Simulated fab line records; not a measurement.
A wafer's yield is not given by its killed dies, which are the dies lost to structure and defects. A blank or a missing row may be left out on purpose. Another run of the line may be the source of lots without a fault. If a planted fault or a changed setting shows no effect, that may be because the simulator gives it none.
fab line records ; flow n5-finfet ; part 1 of 2: steps 1 to 17 of 25
[record] lots = 5; wafers = 15; last-day = 19
route steps=1938 shown MOL_CONTACT_COAG@569
lots that met no fault: taken from a fault-free run of the same line
start-h: hours from the record's first day to the start of the lot's first wafer shown ; wait-h: hours elapsed since this lot's preceding step ; " the same as in the row above ; L1.1+2: a row that stands for several wafers ; - no value, or no start given ; * or withheld: withheld ; < > ~ a bound
route shown NAME@n: NAME is a module with steps in the file, n the number in the route of the first one ; usual: mean/standard deviation of fault-free wafers ; same: alike in all rows ; chamber/n: place in a boat ; sites: each site's reading ; _std_site: standard deviation of those values ; _edge_site: inner sites' mean taken away from outer sites' mean ; radius-mm: for every site, how far away it sits from the centre of the wafer ; mask NAME#n: copy n ; behind: the last tool/chamber to shape the wafer ; hold: why the lot was held/for how many hours/how that ended ; device: whichever transistor did not switch (one of n, p or np) ; end of line: tests run on the same wafers once the route is complete ; a step given without rows: its recipe and nothing more ; killed: at the first sort, the dies lost to defects and structure; wafer yield is something else ; map: per-die view of a wafer (x killed, . not killed, _ where there is no die)
set.NAME: the setting the step ran with; set.NAME@STEP: the setting that earlier step ran with ; model.NAME: the simulator's own value behind a step, which no gauge read
lots at some steps of the route; a table a step, a row a wafer
services: when a tool's chamber went out of use (start-h, in hours from the record's first day, below 0 if earlier), for how many hours, and the reason
[[steps]]
[step N5_MOL_CONTACT_COAG_SOFTBAKE_79]
[recipe] temp-c = 110; time-s = 60; resist = CAR-EUV
[usual] plate-temp-C = 110.00/0.11
lot.wafer;tool;chamber;start-h;wait-h;plate-temp-C
L079.2;litho-track-02;0;-;-;110.21
L079.3;litho-track-02;0;-;-;110.11
L079.5;litho-track-02;0;-;-;110.02
L081.3;litho-track-02;0;-;-;109.98
L081.4;litho-track-02;0;-;-;109.99
L081.5;litho-track-02;0;-;-;110.08
L088.1;litho-track-04;0;-;-;109.96
L088.4;litho-track-04;0;-;-;109.80
L088.5;litho-track-04;0;-;-;109.98
L092.3;litho-track-03;0;-;-;110.05
L092.5;litho-track-03;0;-;-;110.04
L092.6;litho-track-03;0;-;-;110.13
L096.1;litho-track-03;0;-;-;109.95
L096.3;litho-track-03;0;-;-;110.12
L096.4;litho-track-03;0;-;-;110.06
[step N5_MOL_CONTACT_COAG_EXPOSE_81]
[recipe] mask-id = VG; na = 0.33; source-shape = annular; sigma-inner = 0.3; sigma-outer = 0.7; polarization = unpolarized; defocus-nm = 0; dose-mj = 59.5
lot.wafer;tool;chamber;start-h;wait-h;mask
L079.2+3+5;euv-scanner-02;0;137.31;-;VG#0
L081.3+4+5;euv-scanner-02;0;138.52;-;VG#0
L088.1+4+5;euv-scanner-02;0;188.84;-;VG#0
L092.3+5+6;euv-scanner-02;0;206.38;-;VG#0
L096.1+3+4;euv-scanner-02;0;233.19;-;VG#0
[step N5_MOL_CONTACT_COAG_PEB_82]
[recipe] peb-temp-c = 100; peb-time-s = 60; resist = CAR-EUV
[usual] plate-temp-C = 99.98/0.12
lot.wafer;tool;chamber;start-h;wait-h;plate-temp-C
L079.2;litho-track-02;0;137.38;0.1;100.02
L079.3;litho-track-02;0;137.38;0.1;100.08
L079.5;litho-track-02;0;137.38;0.1;100.11
L081.3;litho-track-03;0;138.58;0.1;100.08
L081.4;litho-track-03;0;138.58;0.1;99.95
L081.5;litho-track-03;0;138.58;0.1;99.99
L088.1;litho-track-02;0;188.92;0.1;100.02
L088.4;litho-track-02;0;188.92;0.1;99.85
L088.5;litho-track-02;0;188.92;0.1;99.89
L092.3;litho-track-04;0;206.44;0.1;99.78
L092.5;litho-track-04;0;206.44;0.1;100.12
L092.6;litho-track-04;0;206.44;0.1;99.87
L096.1;litho-track-03;0;233.26;0.1;100.00
L096.3;litho-track-03;0;233.26;0.1;100.16
L096.4;litho-track-03;0;233.26;0.1;100.01
[step N5_MOL_CONTACT_COAG_DEVELOP_83]
[recipe] develop-time-s = 30; developer = TMAH; resist = CAR-EUV; rinse-liquid = surfactant-rinse; dry = air-spin; dev-temp-c = 23
lot.wafer;tool;chamber;start-h;wait-h
L079.2+3+5;litho-track-02;0;-;-
L081.3+4+5;litho-track-03;0;-;-
L088.1+4+5;litho-track-02;0;-;-
L092.3+5+6;litho-track-04;0;-;-
L096.1+3+4;litho-track-03;0;-;-
[step N5_MOL_CONTACT_COAG_CD_MEAS_84]
[recipe] target-cd-nm = 25.1; landing-energy-ev = 500; detector = se-inlens; polarity = opening
[usual] cd-nm = 25.15/0.24
lot.wafer;tool;chamber;start-h;wait-h;cd-nm
L079.2;cd-sem-01;0;137.45;-;24.97
L079.3;cd-sem-01;0;137.45;-;25.02
L079.5;cd-sem-01;0;137.45;-;25.04
L081.3;cd-sem-03;0;138.65;-;25.43
L081.4;cd-sem-03;0;138.65;-;25.48
L081.5;cd-sem-03;0;138.65;-;25.45
L088.1;cd-sem-02;0;188.98;-;25.51
L088.4;cd-sem-02;0;188.98;-;24.94
L088.5;cd-sem-02;0;188.98;-;25.07
L092.3;cd-sem-01;0;206.50;-;24.93
L092.5;cd-sem-01;0;206.50;-;24.55
L092.6;cd-sem-01;0;206.50;-;25.22
L096.1;cd-sem-02;0;233.33;-;24.86
L096.3;cd-sem-02;0;233.33;-;25.06
L096.4;cd-sem-02;0;233.33;-;24.92
[step N5_MOL_CONTACT_COAG_OVL_MEAS_85]
[recipe] points-per-wafer = 522
[usual] VG_OVL = -0.2/0.74
lot.wafer;tool;chamber;start-h;wait-h;VG_OVL[nm]
L079.2;overlay-02;0;137.48;0.0;0.6
L079.3;overlay-02;0;137.48;0.0;-0.5
L079.5;overlay-02;0;137.48;0.0;-0.6
L081.3;overlay-02;0;138.69;0.0;-1.4
L081.4;overlay-02;0;138.69;0.0;-0.9
L081.5;overlay-02;0;138.69;0.0;-0.3
L088.1;overlay-02;0;189.01;0.0;-0.3
L088.4;overlay-02;0;189.01;0.0;-0.4
L088.5;overlay-02;0;189.01;0.0;-0.3
L092.3;overlay-01;0;206.54;0.0;-0.5
L092.5;overlay-01;0;206.54;0.0;-0.1
L092.6;overlay-01;0;206.54;0.0;0.5
L096.1;overlay-02;0;233.36;0.0;0.0
L096.3;overlay-02;0;233.36;0.0;-0.1
L096.4;overlay-02;0;233.36;0.0;0.4
[step N5_MOL_CONTACT_COAG_INSPECT_57]
[recipe] mode = adi; inspect-instrument = brightfield
[usual] raw-defect-count = 200/56
lot.wafer;tool;chamber;start-h;wait-h;raw-defect-count
L079.2;defect-inspect-02;-;137.54;0.0;291
L079.3;defect-inspect-02;-;137.54;0.0;271
L079.5;defect-inspect-02;-;137.54;0.0;157
L081.3;defect-inspect-02;-;138.73;0.0;136
L081.4;defect-inspect-02;-;138.73;0.0;206
L081.5;defect-inspect-02;-;138.73;0.0;153
L088.1;defect-inspect-02;-;189.07;0.1;213
L088.4;defect-inspect-02;-;189.07;0.1;110
L088.5;defect-inspect-02;-;189.07;0.1;175
L092.3;defect-inspect-01;-;206.59;0.0;183
L092.5;defect-inspect-01;-;206.59;0.0;252
L092.6;defect-inspect-01;-;206.59;0.0;199
L096.1;defect-inspect-01;-;233.42;0.1;175
L096.3;defect-inspect-01;-;233.42;0.1;162
L096.4;defect-inspect-01;-;233.42;0.1;191
[step N5_MOL_CONTACT_COAG_DESCUM_88]
[recipe] chemistry = O2; time-s = 7; source-power-w = 50; bias-power-w = 20; pressure-mtorr = 20; rf-frequency-hz = 2.712e+07; temp-c = 40; resist = CAR-EUV; o2-flow-sccm = 225
[usual] drypump-motor-current-A = 6.0/0.49; oes-product-au = 0.82/0.077; rf-fwd-power-W = 49.28/0.22; rf-vpp-V = 242.9/1.4; showerhead-plenum-p-Torr = 2.08/0.066; throttle-valve-pct = 20.38/0.26
lot.wafer;tool;chamber;start-h;wait-h;drypump-motor-current-A;oes-product-au;rf-fwd-power-W;rf-hours-counter-h;rf-vpp-V;showerhead-plenum-p-Torr;throttle-valve-pct
L079.2;rie-diel-01;0;137.57;0.0;6.2;0.79;48.77;130;242.4;2.01;20.55
L079.3;rie-diel-01;3;137.57;0.0;5.1;0.76;49.63;149;239.7;1.92;20.20
L079.5;rie-diel-01;0;137.57;0.0;6.2;0.79;48.83;-;241.5;2.01;20.56
L081.3;rie-diel-05;0;138.77;0.0;5.4;0.87;49.16;41;243.5;2.11;20.15
L081.4;rie-diel-05;1;138.77;0.0;6.2;1.01;49.07;-;242.8;2.05;20.16
L081.5;rie-diel-05;0;138.77;0.0;5.4;0.87;49.10;-;243.0;2.11;20.14
L088.1;rie-diel-01;1;189.11;0.0;6.5;0.85;49.36;53;241.8;2.05;20.09
L088.4;rie-diel-01;0;189.11;0.0;6.2;0.78;49.09;147;242.2;2.01;20.56
L088.5;rie-diel-01;1;189.11;0.0;6.4;0.84;49.50;-;241.9;2.05;20.09
L092.3;rie-diel-05;2;206.62;0.0;5.6;0.73;49.25;203;243.6;2.17;20.61
L092.5;rie-diel-05;0;206.62;0.0;5.4;0.83;49.16;-;242.4;2.10;20.18
L092.6;rie-diel-05;3;206.62;0.0;5.6;0.90;49.34;-;242.0;2.05;20.04
L096.1;rie-diel-05;1;233.45;0.0;6.1;0.91;49.24;35;242.5;2.04;20.22
L096.3;rie-diel-05;3;233.45;0.0;5.6;0.89;49.31;21;241.3;2.05;20.06
L096.4;rie-diel-05;1;233.45;0.0;6.2;0.91;49.08;-;243.8;2.04;20.22
[step N5_MOL_CONTACT_COAG_ETCH_89]
[recipe] chemistry = N2/H2; target = underlayer; target-depth-a = 130; mask-material = CAR-EUV; time-s = 10.4; ion-energy-ev = 200; pressure-mtorr = 30; source-w = 840; bias-w = 150; n2-flow-sccm = 200; h2-flow-sccm = 200; ends = cleared
[usual] drypump-motor-current-A = 6.0/0.49; etch-rf-on-time-s = 10.35/0.21; oes-product-au = 0.70/0.064; rf-fwd-power-W = 819.2/2.6; rf-vpp-V = 523.7/2.3; showerhead-plenum-p-Torr = 2.53/0.083; throttle-valve-pct = 17.80/0.27
lot.wafer;tool;chamber;start-h;wait-h;drypump-motor-current-A;etch-rf-on-time-s;oes-product-au;rf-fwd-power-W;rf-hours-counter-h;rf-vpp-V;showerhead-plenum-p-Torr;throttle-valve-pct
L079.2;rie-diel-01;0;137.60;0.0;6.2;10.63;0.67;819.7;130;522.1;2.44;17.83
L079.3;rie-diel-01;3;137.60;0.0;5.1;10.24;0.67;820.9;149;517.9;2.32;17.48
L079.5;rie-diel-01;0;137.60;0.0;6.2;10.68;0.66;819.8;-;521.3;2.44;17.82
L081.3;rie-diel-05;0;138.80;0.0;5.4;10.42;0.74;816.6;41;526.4;2.58;17.68
L081.4;rie-diel-05;1;138.80;0.0;6.2;10.47;0.83;821.8;-;523.0;2.48;17.54
L081.5;rie-diel-05;0;138.80;0.0;5.4;10.42;0.74;820.1;-;525.8;2.58;17.68
L088.1;rie-diel-01;1;189.14;0.0;6.5;10.08;0.72;819.9;53;520.9;2.50;17.63
L088.4;rie-diel-01;0;189.14;0.0;6.2;10.72;0.65;821.5;147;520.7;2.43;17.85
L088.5;rie-diel-01;1;189.14;0.0;6.4;10.13;0.72;821.1;-;522.1;2.50;17.60
L092.3;rie-diel-05;2;206.66;0.0;5.6;9.87;0.64;824.6;203;526.4;2.64;18.03
L092.5;rie-diel-05;0;206.66;0.0;5.4;10.27;0.72;822.9;-;525.0;2.57;17.71
L092.6;rie-diel-05;3;206.66;0.0;5.6;10.31;0.79;818.2;-;521.3;2.48;17.34
L096.1;rie-diel-05;1;233.49;0.0;6.2;10.49;0.76;818.7;35;522.5;2.47;17.60
L096.3;rie-diel-05;3;233.49;0.0;5.6;10.44;0.77;817.4;21;522.3;2.48;17.37
L096.4;rie-diel-05;1;233.49;0.0;6.2;10.39;0.76;819.7;-;522.4;2.47;17.59
[step N5_MOL_CONTACT_COAG_ETCH_90]
[recipe] chemistry = CF4; target = SiARC; target-depth-a = 130; mask-material = CAR-EUV; time-s = 21.7; ion-energy-ev = 80; pressure-mtorr = 40; source-w = 545; bias-w = 36; Ar_flow_sccm = 100; cf4-flow-sccm = 100; ends = cleared
[usual] drypump-motor-current-A = 6.0/0.49; etch-rf-on-time-s = 21.6/0.49; oes-product-au = 0.70/0.064; rf-fwd-power-W = 531.7/1.7; rf-vpp-V = 184.0/1.1; showerhead-plenum-p-Torr = 2.14/0.066; throttle-valve-pct = 15.60/0.25
lot.wafer;tool;chamber;start-h;wait-h;drypump-motor-current-A;etch-rf-on-time-s;oes-product-au;rf-fwd-power-W;rf-hours-counter-h;rf-vpp-V;showerhead-plenum-p-Torr;throttle-valve-pct
L079.2;rie-diel-01;0;137.62;0.0;6.2;22.3;0.66;533.8;130;183.6;2.06;15.69
L079.3;rie-diel-01;3;137.62;0.0;5.1;21.5;0.66;532.5;149;183.9;1.97;15.43
L079.5;rie-diel-01;0;137.62;0.0;6.2;22.2;0.67;531.1;-;184.5;2.06;15.69
L081.3;rie-diel-05;0;138.82;0.0;5.4;21.5;0.75;532.6;41;184.6;2.20;15.51
L081.4;rie-diel-05;1;138.82;0.0;6.2;21.4;0.84;531.2;-;181.9;2.11;15.37
L081.5;rie-diel-05;0;138.82;0.0;5.3;21.4;0.74;532.8;-;184.1;2.20;15.51
L088.1;rie-diel-01;1;189.16;0.0;6.5;20.8;0.72;531.1;53;182.6;2.10;15.24
L088.4;rie-diel-01;0;189.16;0.0;6.2;22.3;0.65;530.6;147;182.1;2.06;15.72
L088.5;rie-diel-01;1;189.16;0.0;6.4;20.8;0.72;532.3;-;184.9;2.10;15.25
L092.3;rie-diel-05;2;206.68;0.0;5.6;20.8;0.64;532.9;203;184.6;2.22;15.82
L092.5;rie-diel-05;0;206.68;0.0;5.3;21.9;0.71;531.9;-;184.6;2.19;15.56
L092.6;rie-diel-05;3;206.68;0.0;5.6;21.7;0.79;530.3;-;183.9;2.11;15.23
L096.1;rie-diel-05;1;233.51;0.0;6.2;21.6;0.76;531.6;35;182.5;2.10;15.45
L096.3;rie-diel-05;3;233.51;0.0;5.6;21.9;0.77;531.6;21;182.3;2.11;15.24
L096.4;rie-diel-05;1;233.51;0.0;6.2;21.6;0.76;531.4;-;184.2;2.10;15.46
[step N5_MOL_CONTACT_COAG_ALD_131]
[recipe] material = SiO2; target-thk-a = 50; temp-c = 100; ald-precursor-family = BDEAS; ald-co-reactant = O2-plasma; pulse-time-s = 1; co-reactant-pulse-time-s = 1; purge-time-s = 2; co-reactant-purge-time-s = 2; ald-cycles = 35; pressure-torr = 2
[usual] heater-power-w = 77/6.9; precursor-pulse-height-rel = 0.999/0.021
[same] pulse-time-s = 1
lot.wafer;tool;chamber;start-h;wait-h;heater-power-w;precursor-pulse-height-rel
L079.2;ald-sin-01;3;137.70;0.1;69;1.005
L079.3;ald-sin-01;0;137.70;0.1;68;1.053
L079.5;ald-sin-01;2;137.70;0.1;80;0.995
L081.3;ald-sin-01;2;139.02;0.2;81;1.004
L081.4;ald-sin-01;0;139.02;0.2;70;0.954
L081.5;ald-sin-01;3;139.02;0.2;68;0.980
L088.1;ald-sin-01;0;189.24;0.1;71;0.972
L088.4;ald-sin-01;1;189.24;0.1;86;1.010
L088.5;ald-sin-01;0;189.24;0.1;70;0.976
L092.3;ald-sin-02;1;207.18;0.5;75;1.014
L092.5;ald-sin-02;3;207.18;0.5;85;1.013
L092.6;ald-sin-02;0;207.18;0.5;67;0.999
L096.1;ald-sin-02;2;233.59;0.1;68;0.986
L096.3;ald-sin-02;1;233.59;0.1;76;1.021
L096.4;ald-sin-02;3;233.59;0.1;83;0.969
[step N5_MOL_CONTACT_COAG_ETCHBACK_132]
[recipe] chemistry = CHF3; target = SiO2; target-depth-a = 100; time-s = 6.7; ion-energy-ev = 200; pressure-mtorr = 30; source-w = 610; bias-w = 170; Ar_flow_sccm = 200; CHF3_flow_sccm = 50
[usual] drypump-motor-current-A = 5.9/0.48; oes-product-au = 0.80/0.078; rf-fwd-power-W = 601.1/2.8; rf-vpp-V = 519/9.4; showerhead-plenum-p-Torr = 2.37/0.084; throttle-valve-pct = 18.73/0.25
lot.wafer;tool;chamber;start-h;wait-h;drypump-motor-current-A;oes-product-au;rf-fwd-power-W;rf-hours-counter-h;rf-vpp-V;showerhead-plenum-p-Torr;throttle-valve-pct
L079.2;rie-diel-05;2;137.88;0.1;5.6;0.77;600.3;176;524;2.46;18.80
L079.3;rie-diel-05;1;137.88;0.1;6.2;1.00;598.5;2;521;2.34;18.52
L079.5;rie-diel-05;2;137.88;0.1;5.6;0.77;602.9;-;524;2.46;18.80
L081.3;rie-diel-01;1;139.20;0.1;6.4;0.86;600.2;36;511;2.33;18.32
L081.4;rie-diel-01;0;139.20;0.1;6.3;0.77;598.8;131;507;2.29;18.80
L081.5;rie-diel-01;1;139.20;0.1;6.4;0.87;600.6;-;513;2.33;18.33
L088.1;rie-diel-01;3;189.42;0.1;5.1;0.75;601.4;166;520;2.18;18.53
L088.4;rie-diel-01;0;189.42;0.1;6.2;0.76;597.3;147;506;2.28;18.83
L088.5;rie-diel-01;2;189.42;0.1;5.4;0.70;599.4;-;536;2.46;18.89
L092.3;rie-diel-03;1;207.36;0.1;6.4;0.84;601.9;51;514;2.42;18.52
L092.5;rie-diel-03;0;207.36;0.1;6.0;0.81;603.0;-;521;2.31;18.77
L092.6;rie-diel-03;3;207.36;0.1;5.6;0.68;600.2;-;537;2.45;19.32
L096.1;rie-diel-05;1;233.77;0.1;6.2;0.90;597.2;35;520;2.33;18.58
L096.3;rie-diel-05;0;233.77;0.1;5.4;0.82;603.4;73;513;2.43;18.75
L096.4;rie-diel-05;1;233.77;0.1;6.2;0.89;597.6;-;521;2.33;18.59
[step N5_MOL_CONTACT_COAG_ETCH_91]
[recipe] chemistry = N2/H2; target = SOC; target-depth-a = 600; overetch-a = 210; mask-material = SiARC; temp-c = 40; time-s = 101.2; ion-energy-ev = 200; pressure-mtorr = 30; source-w = 840; bias-w = 150; n2-flow-sccm = 200; h2-flow-sccm = 200
[usual] drypump-motor-current-A = 5.9/0.48; oes-product-au = 0.67/0.062; rf-fwd-power-W = 834/3; rf-vpp-V = 523.4/2.7; showerhead-plenum-p-Torr = 2.52/0.091; throttle-valve-pct = 17.78/0.26
lot.wafer;tool;chamber;start-h;wait-h;drypump-motor-current-A;oes-product-au;rf-fwd-power-W;rf-hours-counter-h;rf-vpp-V;showerhead-plenum-p-Torr;throttle-valve-pct
L079.2;rie-diel-05;2;137.92;0.0;5.6;0.63;834;176;526.4;2.65;17.98
L079.3;rie-diel-05;1;137.92;0.0;6.2;0.83;832;2;522.7;2.48;17.51
L079.5;rie-diel-05;2;137.92;0.0;5.5;0.64;834;-;525.9;2.65;17.97
L081.3;rie-diel-01;1;139.23;0.0;6.5;0.71;829;36;523.4;2.50;17.56
L081.4;rie-diel-01;0;139.23;0.0;6.2;0.66;832;131;520.5;2.44;17.79
L081.5;rie-diel-01;1;139.23;0.0;6.5;0.71;835;-;522.8;2.50;17.55
L088.1;rie-diel-01;3;189.45;0.0;5.1;0.64;836;166;518.8;2.32;17.49
L088.4;rie-diel-01;0;189.45;0.0;6.2;0.65;825;147;520.8;2.43;17.81
L088.5;rie-diel-01;2;189.45;0.0;5.4;0.60;838;-;525.5;2.62;17.93
L092.3;rie-diel-03;1;207.39;0.0;6.5;0.71;832;51;525.2;2.59;17.59
L092.5;rie-diel-03;0;207.39;0.0;6.0;0.70;834;-;521.2;2.47;18.00
L092.6;rie-diel-03;3;207.39;0.0;5.6;0.58;836;-;525.3;2.61;18.39
L096.1;rie-diel-05;1;233.80;0.0;6.2;0.75;834;35;523.7;2.47;17.55
L096.3;rie-diel-05;0;233.80;0.0;5.3;0.69;835;73;525.0;2.57;17.70
L096.4;rie-diel-05;1;233.80;0.0;6.2;0.75;833;-;522.5;2.47;17.56
[step N5_MOL_CONTACT_COAG_STRIP_92]
[recipe] chemistry = N2/H2; temp-c = 40; n2-flow-sccm = 200; h2-flow-sccm = 200; rf-frequency-hz = 6e+07
lot.wafer;tool;chamber;start-h;wait-h
L079.2+3+5;rie-diel-05;2,1,2;137.99;0.0
L081.3+4+5;rie-diel-01;1,0,1;139.30;0.0
L088.1+4+5;rie-diel-01;3,0,2;189.52;0.0
L092.3+5+6;rie-diel-03;1,0,3;207.46;0.0
L096.1+3+4;rie-diel-05;1,0,1;233.87;0.0
[step N5_MOL_CONTACT_COAG_STRIP_93]
[recipe] chemistry = N2/H2; temp-c = 40; n2-flow-sccm = 200; h2-flow-sccm = 200; rf-frequency-hz = 6e+07
lot.wafer;tool;chamber;start-h;wait-h
L079.2+3+5;rie-diel-05;2,1,2;138.00;0.0
L081.3+4+5;rie-diel-01;1,0,1;139.31;0.0
L088.1+4+5;rie-diel-01;3,0,2;189.53;0.0
L092.3+5+6;rie-diel-03;1,0,3;207.47;0.0
L096.1+3+4;rie-diel-05;1,0,1;233.88;0.0
[step N5_MOL_CONTACT_COAG_ETCHBACK_135]
[recipe] chemistry = CHF3; target = SiO2; target-depth-a = 250; time-s = 16.7; ion-energy-ev = 200; pressure-mtorr = 30; source-w = 610; bias-w = 170; Ar_flow_sccm = 200; CHF3_flow_sccm = 50
[usual] drypump-motor-current-A = 5.9/0.48; oes-product-au = 0.80/0.076; rf-fwd-power-W = 597.5/2.5; rf-vpp-V = 519/9.6; showerhead-plenum-p-Torr = 2.37/0.084; throttle-valve-pct = 18.72/0.25
lot.wafer;tool;chamber;start-h;wait-h;drypump-motor-current-A;oes-product-au;rf-fwd-power-W;rf-hours-counter-h;rf-vpp-V;showerhead-plenum-p-Torr;throttle-valve-pct
L079.2;rie-diel-05;2;138.01;0.0;5.6;0.77;595.9;176;526;2.46;18.80
L079.3;rie-diel-05;1;138.01;0.0;6.2;0.99;593.9;2;521;2.35;18.52
L079.5;rie-diel-05;2;138.01;0.0;5.6;0.77;598.5;-;525;2.46;18.78
L081.3;rie-diel-01;1;139.32;0.0;6.5;0.86;600.1;36;512;2.33;18.33
L081.4;rie-diel-01;0;139.32;0.0;6.2;0.77;596.5;131;505;2.29;18.79
L081.5;rie-diel-01;1;139.32;0.0;6.5;0.87;595.2;-;513;2.33;18.35
L088.1;rie-diel-01;3;189.54;0.0;5.1;0.75;597.4;166;521;2.18;18.53
L088.4;rie-diel-01;0;189.54;0.0;6.2;0.76;594.6;147;506;2.28;18.83
L088.5;rie-diel-01;2;189.54;0.0;5.4;0.71;595.7;-;537;2.46;18.89
L092.3;rie-diel-03;1;207.48;0.0;6.5;0.84;601.7;51;514;2.42;18.53
L092.5;rie-diel-03;0;207.48;0.0;6.0;0.82;598.3;-;522;2.31;18.76
L092.6;rie-diel-03;3;207.48;0.0;5.6;0.68;598.5;-;538;2.45;19.33
L096.1;rie-diel-05;1;233.89;0.0;6.2;0.89;596.9;35;520;2.33;18.58
L096.3;rie-diel-05;0;233.89;0.0;5.3;0.82;594.2;73;512;2.43;18.74
L096.4;rie-diel-05;1;233.89;0.0;6.2;0.90;598.0;-;523;2.33;18.58
[step N5_MOL_CONTACT_COAG_STRIP_118]
[recipe] chemistry = CHF3; resist = SiARC; rf-frequency-hz = 6e+07
lot.wafer;tool;chamber;start-h;wait-h
L079.2+3+5;rie-diel-05;2,1,2;138.03;0.0
L081.3+4+5;rie-diel-01;1,0,1;139.34;0.0
L088.1+4+5;rie-diel-01;3,0,2;189.57;0.0
L092.3+5+6;rie-diel-03;1,0,3;207.50;0.0
L096.1+3+4;rie-diel-05;1,0,1;233.91;0.0
